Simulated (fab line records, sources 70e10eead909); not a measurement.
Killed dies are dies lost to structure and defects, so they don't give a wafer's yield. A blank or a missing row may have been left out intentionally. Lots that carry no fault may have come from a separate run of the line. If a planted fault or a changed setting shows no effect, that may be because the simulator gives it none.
Chamber matching	flow nand harc	rie diel-06 running NHARC_HYBRID_BOND_ACTIVATE_00: 4 sister chambers
The step chemistry N2, time 60 s. 17 wafers are shown with their chamber, then 8 later ones without.

WAFERS WITH THEIR CHAMBER
wafer	chamber	drypump motor current A (A)	rf vpp V (V)	oes product au (a.u.)
L465.2	3	5.1	64.7	0.986
L465.4	1	6.6	63.2	0.986
L465.5	2	5.9	66.1	1.017
L467.3	0	4.9	66.1	0.989
L467.4	1	6.6	63.7	1.000
L467.6	0	4.9	64.3	0.985
L469.2	2	5.9	65.3	1.004
L469.5	2	6.0	64.9	1.008
L469.6	3	5.1	64.4	0.998
L468.1	0	4.9	63.8	0.995
L468.3	1	6.6	62.8	0.998
L471.1	2	6.0	65.0	1.005
L471.3	3	5.1	62.8	0.993
L481.2	1	6.6	62.6	0.979
L481.3	3	5.1	63.9	0.983
L481.5	0	4.9	63.9	0.992
L485.2	0	4.9	64.8	1.001

SIGNATURES (means of the wafers above)
reading	chamber 0	chamber 1	chamber 2	chamber 3	scatter within a chamber
drypump motor current A	4.900	6.600	5.950	5.100	0.0277
rf vpp V	64.580	63.075	65.325	63.950	0.744
oes product au	0.99240	0.99075	1.00850	0.99000	0.00728
Rule: a wafer lies at a distance from a chamber equal to the root of the sum of squares, over the readings, of (its reading less the chamber's mean, divided by the reading's scatter). If the next closest chamber is less than 2 further off than the closest, the wafer can't be placed; otherwise it belongs to the closest. How the scatter is found: for the shown wafers, subtract from each reading the mean of its chamber, square and add these, divide the total by (wafers less chambers), then take the root.

WAFERS WITH NO CHAMBER GIVEN
wafer	drypump motor current A (A)	rf vpp V (V)	oes product au (a.u.)
L485.5	4.9	64.1	0.991
L485.6	6.6	65.5	0.989
L483.4	5.1	64.0	0.987
L483.5	5.1	63.4	0.996
L483.6	4.9	64.4	1.000
L484.2	6.6	62.3	0.978
L484.3	5.9	63.8	1.010
L484.6	5.1	62.8	0.999

WHICH CHAMBER EACH WENT THROUGH
wafer	from the rows above	in truth
L485.5	0	0
L485.6	1	1
L483.4	3	3
L483.5	3	3
L483.6	0	0
L484.2	1	1
L484.3	2	2
L484.6	3	3
Correct placement for 8 of the 8. Can't be placed from these rows: 0. 0 placed wrongly.
